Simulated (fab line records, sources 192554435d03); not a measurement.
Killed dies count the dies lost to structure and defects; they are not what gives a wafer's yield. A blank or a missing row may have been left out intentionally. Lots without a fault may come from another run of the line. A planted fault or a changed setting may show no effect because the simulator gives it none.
Which tool did it? :: flow n5_finfet :: 14 lots with 40 wafers sampled at 6 steps, on a route of 1938 steps

WHAT THE GAUGES SHOWED, per wafer
N5_BEOL_M2_THK_MEAS_53: measures by xrf. Usual: for M2_THK the level is 40.5 nm and the standard deviation is 1.4.
lot: L249
measured: day 7 08:51
on: film_metro-01
M2_THK (nm): 40.8 38.2 39.6
flag: 

lot: L251
measured: day 7 15:50
on: film_metro-01
M2_THK (nm): 39.1 42.4 37.9
flag: 

lot: L252
measured: day 7 16:53
on: film_metro-01
M2_THK (nm): 39.4 37.8 37.7
flag: 

lot: L253
measured: day 8 10:52
on: film_metro-01
M2_THK (nm): 41.8 41.1 39.9
flag: 

lot: L254
measured: day 8 20:20
on: film_metro-01
M2_THK (nm): 40.9 43.0 40.8
flag: 

lot: L255
measured: day 8 21:44
on: film_metro-01
M2_THK (nm): 39.6 41.3 40.5
flag: 

lot: L256
measured: day 8 22:10
on: film_metro-02
M2_THK (nm): 40.9 41.1 39.1
flag: 

lot: L258
measured: day 9 15:16
on: film_metro-01
M2_THK (nm): 42.0 40.5 40.4
flag: 

lot: L261
measured: day 10 19:04
on: film_metro-02
M2_THK (nm): 40.6 39.9 42.0
flag: 

lot: L268
measured: day 12 11:11
on: film_metro-01
M2_THK (nm): 39.9 38.5 38.9
flag: 

lot: L265
measured: day 12 13:09
on: film_metro-02
M2_THK (nm): 40.5 42.1
flag: 

lot: L269
measured: day 12 15:02
on: film_metro-02
M2_THK (nm): 41.2 41.8 42.0
flag: 

lot: L266
measured: day 12 16:55
on: film_metro-02
M2_THK (nm): 39.2 44.1 40.4
flag: 

lot: L271
measured: day 13 12:50
on: film_metro-02
M2_THK (nm): 42.7 38.5
flag: 

N5_BEOL_M3_THK_MEAS_01. Usual: for M3_ILD_THK the level is 78.8 nm and the standard deviation is 1.1.
lot: L249
measured: day 7 09:15
on: film_metro-02
M3_ILD_THK (nm): 78.9 78.1 79.6
flag: 

lot: L251
measured: day 7 16:16
on: film_metro-01
M3_ILD_THK (nm): 76.5 80.8 78.6
flag: 

lot: L252
measured: day 7 17:17
on: film_metro-02
M3_ILD_THK (nm): 79.3 78.4 79.3
flag: 

lot: L253
measured: day 8 11:15
on: film_metro-01
M3_ILD_THK (nm): 78.7 79.6 80.9
flag: 

lot: L254
measured: day 8 20:44
on: film_metro-01
M3_ILD_THK (nm): 78.1 79.1 79.0
flag: 

lot: L255
measured: day 8 22:08
on: film_metro-01
M3_ILD_THK (nm): 77.5 79.0 78.8
flag: 

lot: L256
measured: day 8 22:33
on: film_metro-02
M3_ILD_THK (nm): 77.6 77.5 81.1
flag: 

lot: L258
measured: day 9 15:40
on: film_metro-02
M3_ILD_THK (nm): 78.5 50.7 79.1
flag: OFF

lot: L261
measured: day 10 19:31
on: film_metro-02
M3_ILD_THK (nm): 78.7 77.0 50.3
flag: OFF

lot: L268
measured: day 12 11:34
on: film_metro-01
M3_ILD_THK (nm): 77.4 76.9 79.9
flag: 

lot: L265
measured: day 12 13:32
on: film_metro-02
M3_ILD_THK (nm): 76.8 78.4
flag: 

lot: L269
measured: day 12 15:25
on: film_metro-02
M3_ILD_THK (nm): 77.8 77.9 78.4
flag: 

lot: L266
measured: day 12 17:19
on: film_metro-01
M3_ILD_THK (nm): 79.5 78.9 80.9
flag: 

lot: L271
measured: day 13 13:13
on: film_metro-02
M3_ILD_THK (nm): 79.7 79.0
flag: 

N5_BEOL_M4_RC_MEAS_101. Usual: DIBL_N 37.2 mV/V, standard deviation 2.1; DIBL_P 37.3 mV/V, standard deviation 2.3; IOFF_N 0.18 nA/um, standard deviation 0.041; IOFF_P 0.24 nA/um, standard deviation 0.042; ION_N 680 uA/um, standard deviation 13; ION_P 466 uA/um, standard deviation 7.7; SS_N 71.8 mV/dec, standard deviation 0.68; SS_P 73.5 mV/dec, standard deviation 0.66; VT_N 249 mV, standard deviation 3.6; VT_P -248 mV, standard deviation 3.4.
lot: L249
measured: day 8 17:01
on: prober-01
DIBL_N (mV/V): 34.4 33.4 35.9
DIBL_P (mV/V): 34.0 33.2 36.3
IOFF_N (nA/um): 0.15 0.13 0.18
IOFF_P (nA/um): 0.20 0.17 0.23
ION_N (uA/um): 677 665 684
ION_P (uA/um): 472 455 463
SS_N (mV/dec): 70.9 70.7 71.7
SS_P (mV/dec): 73.2 73.0 73.2
VT_N (mV): 249 250 245
VT_P (mV): -249 -254 -247
flag: 

lot: L251
measured: day 9 01:14
on: prober-01
DIBL_N (mV/V): 39.2 38.1 39.9
DIBL_P (mV/V): 39.5 37.7 41.7
IOFF_N (nA/um): 0.23 0.19 0.27
IOFF_P (nA/um): 0.27 0.23 0.32
ION_N (uA/um): 705 689 712
ION_P (uA/um): 473 468 482
SS_N (mV/dec): 71.8 72.9 72.1
SS_P (mV/dec): 74.0 73.8 74.1
VT_N (mV): 243 248 242
VT_P (mV): -247 -252 -243
flag: 

lot: L252
measured: day 9 10:15
on: prober-02
DIBL_N (mV/V): 37.4 38.0 35.2
DIBL_P (mV/V): 34.9 36.7 31.8
IOFF_N (nA/um): 0.14 0.16 0.11
IOFF_P (nA/um): 0.19 0.21 0.15
ION_N (uA/um): 667 666 652
ION_P (uA/um): 458 458 450
SS_N (mV/dec): 71.9 71.9 70.9
SS_P (mV/dec): 73.1 73.1 71.9
VT_N (mV): 251 249 257
VT_P (mV): -251 -251 -256
flag: 

lot: L253
measured: day 9 13:08
on: prober-02
DIBL_N (mV/V): 39.4 35.0 35.1
DIBL_P (mV/V): 39.2 33.6 34.5
IOFF_N (nA/um): 0.25 0.14 0.15
IOFF_P (nA/um): 0.30 0.21 0.23
ION_N (uA/um): 694 656 679
ION_P (uA/um): 472 460 471
SS_N (mV/dec): 72.9 71.2 70.9
SS_P (mV/dec): 73.9 72.8 73.0
VT_N (mV): 243 252 248
VT_P (mV): -246 -249 -248
flag: 

lot: L254
measured: day 9 18:03
on: prober-02
DIBL_N (mV/V): 34.4 35.4 35.9
DIBL_P (mV/V): 33.7 35.4 35.8
IOFF_N (nA/um): 0.13 0.14 0.15
IOFF_P (nA/um): 0.19 0.21 0.22
ION_N (uA/um): 676 668 673
ION_P (uA/um): 468 460 464
SS_N (mV/dec): 71.2 71.7 71.1
SS_P (mV/dec): 73.0 72.4 73.9
VT_N (mV): 254 252 248
VT_P (mV): -252 -248 -246
flag: 

lot: L255
measured: day 9 18:40
on: prober-01
DIBL_N (mV/V): 35.8 37.4 35.7
DIBL_P (mV/V): 37.3 38.3 36.9
IOFF_N (nA/um): 0.16 0.17 0.15
IOFF_P (nA/um): 0.21 0.22 0.19
ION_N (uA/um): 681 670 680
ION_P (uA/um): 466 460 468
SS_N (mV/dec): 70.9 71.6 71.0
SS_P (mV/dec): 72.9 73.8 73.2
VT_N (mV): 252 250 251
VT_P (mV): -251 -252 -253
flag: 

lot: L256
measured: day 9 19:36
on: prober-01
DIBL_N (mV/V): 34.2 36.8 38.3
DIBL_P (mV/V): 34.9 37.7 39.7
IOFF_N (nA/um): 0.13 0.17 0.22
IOFF_P (nA/um): 0.18 0.24 0.27
ION_N (uA/um): 669 677 696
ION_P (uA/um): 460 465 475
SS_N (mV/dec): 71.1 71.3 72.6
SS_P (mV/dec): 72.9 73.5 73.5
VT_N (mV): 252 246 242
VT_P (mV): -253 -247 -247
flag: 

lot: L258
measured: day 10 16:29
on: prober-02
DIBL_N (mV/V): 34.7 35.5
DIBL_P (mV/V): 33.7 35.8
IOFF_N (nA/um): 0.13 0.15
IOFF_P (nA/um): 0.19 0.24
ION_N (uA/um): 662 671
ION_P (uA/um): 458 467
SS_N (mV/dec): 70.9 71.3
SS_P (mV/dec): 71.9 73.0
VT_N (mV): 251 251
VT_P (mV): -248 -245
flag: 

lot: L261
measured: day 11 14:58
on: prober-02
DIBL_N (mV/V): 40.0 37.1
DIBL_P (mV/V): 39.4 37.3
IOFF_N (nA/um): 0.23 0.16
IOFF_P (nA/um): 0.28 0.25
ION_N (uA/um): 675 670
ION_P (uA/um): 465 464
SS_N (mV/dec): 73.4 72.4
SS_P (mV/dec): 73.5 72.5
VT_N (mV): 246 252
VT_P (mV): -245 -247
flag: 

lot: L268
measured: day 14 01:07
on: prober-02
DIBL_N (mV/V): 38.3 37.0 36.4
DIBL_P (mV/V): 36.8 34.8 35.6
IOFF_N (nA/um): 0.17 0.15 0.15
IOFF_P (nA/um): 0.22 0.20 0.21
ION_N (uA/um): 676 687 677
ION_P (uA/um): 462 465 474
SS_N (mV/dec): 71.4 71.8 71.5
SS_P (mV/dec): 73.8 72.7 73.0
VT_N (mV): 248 250 250
VT_P (mV): -248 -249 -249
flag: 

lot: L265
measured: day 13 17:26
on: prober-01
DIBL_N (mV/V): 39.4 39.5
DIBL_P (mV/V): 40.3 40.7
IOFF_N (nA/um): 0.22 0.21
IOFF_P (nA/um): 0.30 0.31
ION_N (uA/um): 684 675
ION_P (uA/um): 479 470
SS_N (mV/dec): 73.5 72.4
SS_P (mV/dec): 74.3 74.2
VT_N (mV): 247 250
VT_P (mV): -246 -244
flag: 

lot: L269
measured: day 14 21:18
on: prober-02
DIBL_N (mV/V): 35.5 36.6 38.1
DIBL_P (mV/V): 36.1 37.3 39.4
IOFF_N (nA/um): 0.15 0.17 0.23
IOFF_P (nA/um): 0.19 0.22 0.26
ION_N (uA/um): 678 667 704
ION_P (uA/um): 459 457 473
SS_N (mV/dec): 71.7 71.9 72.0
SS_P (mV/dec): 73.9 74.1 74.4
VT_N (mV): 251 248 242
VT_P (mV): -252 -249 -248
flag: 

lot: L266
measured: day 14 04:46
on: prober-01
DIBL_N (mV/V): 36.4 36.9 35.1
DIBL_P (mV/V): 38.7 39.7 37.1
IOFF_N (nA/um): 0.18 0.18 0.15
IOFF_P (nA/um): 0.25 0.26 0.23
ION_N (uA/um): 686 690 674
ION_P (uA/um): 472 480 469
SS_N (mV/dec): 72.6 72.1 72.0
SS_P (mV/dec): 73.6 73.6 73.0
VT_N (mV): 246 247 250
VT_P (mV): -246 -245 -249
flag: 

lot: L271
measured: day 15 00:02
on: prober-02
DIBL_N (mV/V): 37.5 38.1
DIBL_P (mV/V): 36.9 37.8
IOFF_N (nA/um): 0.18 0.20
IOFF_P (nA/um): 0.25 0.27
ION_N (uA/um): 675 677
ION_P (uA/um): 466 463
SS_N (mV/dec): 72.0 72.2
SS_P (mV/dec): 73.6 74.2
VT_N (mV): 251 248
VT_P (mV): -249 -245
flag: 

WHAT TOOL EACH LOT RAN ON (gives the tool, then ch and the chambers of the sampled wafers, and finally the start)
lot: L249
N5_BEOL_M2_SPUTTER_92: pvd_sputter-02, day 7 07:37
N5_BEOL_M2_ANNEAL_95: pvd_sputter-02, day 7 07:55
N5_BEOL_M3_ILD_DEP_00: pecvd-01 ch 0,1, day 7 09:11

lot: L251
N5_BEOL_M2_SPUTTER_92: pvd_sputter-02, day 7 14:37
N5_BEOL_M2_ANNEAL_95: pvd_sputter-02, day 7 14:55
N5_BEOL_M3_ILD_DEP_00: pecvd-01 ch 0,1,2, day 7 16:12

lot: L252
N5_BEOL_M2_SPUTTER_92: pvd_sputter-03, day 7 15:08
N5_BEOL_M2_ANNEAL_95: pvd_sputter-03, day 7 15:44
N5_BEOL_M3_ILD_DEP_00: pecvd-02 ch 0,1, day 7 17:13

lot: L253
N5_BEOL_M2_SPUTTER_92: pvd_sputter-01, day 8 09:38
N5_BEOL_M2_ANNEAL_95: pvd_sputter-01, day 8 09:56
N5_BEOL_M3_ILD_DEP_00: pecvd-01 ch 0,1,2, day 8 11:11

lot: L254
N5_BEOL_M2_SPUTTER_92: pvd_sputter-01, day 8 19:05
N5_BEOL_M2_ANNEAL_95: pvd_sputter-01, day 8 19:23
N5_BEOL_M3_ILD_DEP_00: pecvd-02 ch 0,2, day 8 20:40

lot: L255
N5_BEOL_M2_SPUTTER_92: pvd_sputter-02, day 8 20:31
N5_BEOL_M2_ANNEAL_95: pvd_sputter-02, day 8 20:49
N5_BEOL_M3_ILD_DEP_00: pecvd-02 ch 0,2, day 8 22:04

lot: L256
N5_BEOL_M2_SPUTTER_92: pvd_sputter-01, day 8 20:55
N5_BEOL_M2_ANNEAL_95: pvd_sputter-01, day 8 21:13
N5_BEOL_M3_ILD_DEP_00: pecvd-01 ch 0,1,2, day 8 22:29

lot: L258
N5_BEOL_M2_SPUTTER_92: pvd_sputter-02, day 9 14:02
N5_BEOL_M2_ANNEAL_95: pvd_sputter-02, day 9 14:20
N5_BEOL_M3_ILD_DEP_00: pecvd-01 ch 0,2, day 9 15:35

lot: L261
N5_BEOL_M2_SPUTTER_92: pvd_sputter-03, day 10 17:33
N5_BEOL_M2_ANNEAL_95: pvd_sputter-03, day 10 17:51
N5_BEOL_M3_ILD_DEP_00: pecvd-01 ch 0,2, day 10 19:25

lot: L268
N5_BEOL_M2_SPUTTER_92: pvd_sputter-02, day 12 09:58
N5_BEOL_M2_ANNEAL_95: pvd_sputter-02, day 12 10:16
N5_BEOL_M3_ILD_DEP_00: pecvd-02 ch 0,1,2, day 12 11:31

lot: L265
N5_BEOL_M2_SPUTTER_92: pvd_sputter-03, day 12 11:55
N5_BEOL_M2_ANNEAL_95: pvd_sputter-03, day 12 12:13
N5_BEOL_M3_ILD_DEP_00: pecvd-02 ch 2, day 12 13:28

lot: L269
N5_BEOL_M2_SPUTTER_92: pvd_sputter-03, day 12 13:48
N5_BEOL_M2_ANNEAL_95: pvd_sputter-03, day 12 14:06
N5_BEOL_M3_ILD_DEP_00: pecvd-02 ch 0,2, day 12 15:21

lot: L266
N5_BEOL_M2_SPUTTER_92: pvd_sputter-03, day 12 15:41
N5_BEOL_M2_ANNEAL_95: pvd_sputter-03, day 12 15:59
N5_BEOL_M3_ILD_DEP_00: pecvd-02 ch 0,1,2, day 12 17:15

lot: L271
N5_BEOL_M2_SPUTTER_92: pvd_sputter-03, day 13 11:36
N5_BEOL_M2_ANNEAL_95: pvd_sputter-03, day 13 11:54
N5_BEOL_M3_ILD_DEP_00: pecvd-04 ch 1,2, day 13 13:09
- N5_BEOL_M2_SPUTTER_92: material Cu, target thk 4.5 nm, time 8.29 s.
- N5_BEOL_M2_ANNEAL_95: time 240 s.
- N5_BEOL_M3_ILD_DEP_00: deposits SiOC from DEMS/O2, target thk 79 nm, time 15.3 s.

WHAT THE TOOLS THEMSELVES READ (means of the sampled wafers that have a number; where no wafer has one, the mark that the record gives instead)
N5_BEOL_M2_SPUTTER_92. Usual: 30.3 % for throttle_valve_pct, sd 1.2.
lot: L249
tool: pvd_sputter-02
throttle_valve_pct (%): 29.2
flag: 

lot: L251
tool: pvd_sputter-02
throttle_valve_pct (%): 29.0
flag: 

lot: L252
tool: pvd_sputter-03
throttle_valve_pct (%): 30.7
flag: 

lot: L253
tool: pvd_sputter-01
throttle_valve_pct (%): 31.2
flag: 

lot: L254
tool: pvd_sputter-01
throttle_valve_pct (%): 30.8
flag: 

lot: L255
tool: pvd_sputter-02
throttle_valve_pct (%): 29.1
flag: 

lot: L256
tool: pvd_sputter-01
throttle_valve_pct (%): 31.1
flag: 

lot: L258
tool: pvd_sputter-02
throttle_valve_pct (%): 29.3
flag: 

lot: L261
tool: pvd_sputter-03
throttle_valve_pct (%): 30.9
flag: 

lot: L268
tool: pvd_sputter-02
throttle_valve_pct (%): 29.1
flag: 

lot: L265
tool: pvd_sputter-03
throttle_valve_pct (%): 30.2
flag: 

lot: L269
tool: pvd_sputter-03
throttle_valve_pct (%): 31.6
flag: 

lot: L266
tool: pvd_sputter-03
throttle_valve_pct (%): 30.6
flag: 

lot: L271
tool: pvd_sputter-03
throttle_valve_pct (%): 30.2
flag: 

N5_BEOL_M2_ANNEAL_95. Usual: 833 W for heater_power_w, sd 76.
lot: L249
tool: pvd_sputter-02
heater_power_w (W): 855
flag: 

lot: L251
tool: pvd_sputter-02
heater_power_w (W): 810
flag: 

lot: L252
tool: pvd_sputter-03
heater_power_w (W): 818
flag: 

lot: L253
tool: pvd_sputter-01
heater_power_w (W): 830
flag: 

lot: L254
tool: pvd_sputter-01
heater_power_w (W): 812
flag: 

lot: L255
tool: pvd_sputter-02
heater_power_w (W): 837
flag: 

lot: L256
tool: pvd_sputter-01
heater_power_w (W): 827
flag: 

lot: L258
tool: pvd_sputter-02
heater_power_w (W): 834
flag: 

lot: L261
tool: pvd_sputter-03
heater_power_w (W): 839
flag: 

lot: L268
tool: pvd_sputter-02
heater_power_w (W): 811
flag: 

lot: L265
tool: pvd_sputter-03
heater_power_w (W): 737
flag: 

lot: L269
tool: pvd_sputter-03
heater_power_w (W): 867
flag: 

lot: L266
tool: pvd_sputter-03
heater_power_w (W): 812
flag: 

lot: L271
tool: pvd_sputter-03
heater_power_w (W): 790
flag: 

N5_BEOL_M3_ILD_DEP_00. Usual: heater_power_w 492 W, standard deviation 72; showerhead_plenum_p_Torr 5.697 Torr, standard deviation 0.014; throttle_valve_pct 12.1 %, standard deviation 0.52.
lot: L249
tool: pecvd-01
heater_power_w (W): 566
showerhead_plenum_p_Torr (Torr): 5.695
throttle_valve_pct (%): 12.1
flag: 

lot: L251
tool: pecvd-01
heater_power_w (W): 509
showerhead_plenum_p_Torr (Torr): 5.699
throttle_valve_pct (%): 11.9
flag: 

lot: L252
tool: pecvd-02
heater_power_w (W): 429
showerhead_plenum_p_Torr (Torr): 5.701
throttle_valve_pct (%): 12.3
flag: 

lot: L253
tool: pecvd-01
heater_power_w (W): 536
showerhead_plenum_p_Torr (Torr): 5.702
throttle_valve_pct (%): 11.9
flag: 

lot: L254
tool: pecvd-02
heater_power_w (W): 393
showerhead_plenum_p_Torr (Torr): 5.704
throttle_valve_pct (%): 12.0
flag: 

lot: L255
tool: pecvd-02
heater_power_w (W): 421
showerhead_plenum_p_Torr (Torr): 5.699
throttle_valve_pct (%): 12.2
flag: 

lot: L256
tool: pecvd-01
heater_power_w (W): 489
showerhead_plenum_p_Torr (Torr): 5.710
throttle_valve_pct (%): 11.9
flag: 

lot: L258
tool: pecvd-01
heater_power_w (W): 495
showerhead_plenum_p_Torr (Torr): 5.691
throttle_valve_pct (%): 12.2
flag: 

lot: L261
tool: pecvd-01
heater_power_w (W): 516
showerhead_plenum_p_Torr (Torr): 5.693
throttle_valve_pct (%): 11.9
flag: 

lot: L268
tool: pecvd-02
heater_power_w (W): 454
showerhead_plenum_p_Torr (Torr): 5.705
throttle_valve_pct (%): 12.3
flag: 

lot: L265
tool: pecvd-02
heater_power_w (W): 455
showerhead_plenum_p_Torr (Torr): 5.694
throttle_valve_pct (%): 11.4
flag: 

lot: L269
tool: pecvd-02
heater_power_w (W): 409
showerhead_plenum_p_Torr (Torr): 5.695
throttle_valve_pct (%): 11.8
flag: 

lot: L266
tool: pecvd-02
heater_power_w (W): 435
showerhead_plenum_p_Torr (Torr): 5.694
throttle_valve_pct (%): 12.2
flag: 

lot: L271
tool: pecvd-04
heater_power_w (W): 531
showerhead_plenum_p_Torr (Torr): 5.714
throttle_valve_pct (%): 12.2
flag: 

THE ANSWER, worked out from the rows above alone
Rule: take the mean of a lot's wafers that have a number; if it is more than 3 standard deviations from the usual mean, the lot is off. A lot without any number at a reading at which 4 lots or more have one is off too. Any other lot the step has rows for is counted as sound. The gauges are gone through in route order, then the tools' own readings, and for those a lot's mean is taken as printed above. At the first step where some lot is off, the reading lying furthest off is the one used; lots without a number count as furthest.
Off: L258, L261, seen at N5_BEOL_M3_THK_MEAS_01 (M3_ILD_THK).
If a tool, at a process step before that reading, ran all the lots that are off and no sound lot after the first of them, it fits. Those tools and the gauges at N5_BEOL_M3_THK_MEAS_01 are tried in the same way. One fits: N5_BEOL_M3_ILD_DEP_00 on pecvd-01. A fault onset in the window from L256 (day 8 22:29, its last sound lot) to L258 (day 9 15:35, its first lot off) fits.

WHAT THE SIMULATOR HAD PUT IN
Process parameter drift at N5_BEOL_M3_ILD_DEP_00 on pecvd-01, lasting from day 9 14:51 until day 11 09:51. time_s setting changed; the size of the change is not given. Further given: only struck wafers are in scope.
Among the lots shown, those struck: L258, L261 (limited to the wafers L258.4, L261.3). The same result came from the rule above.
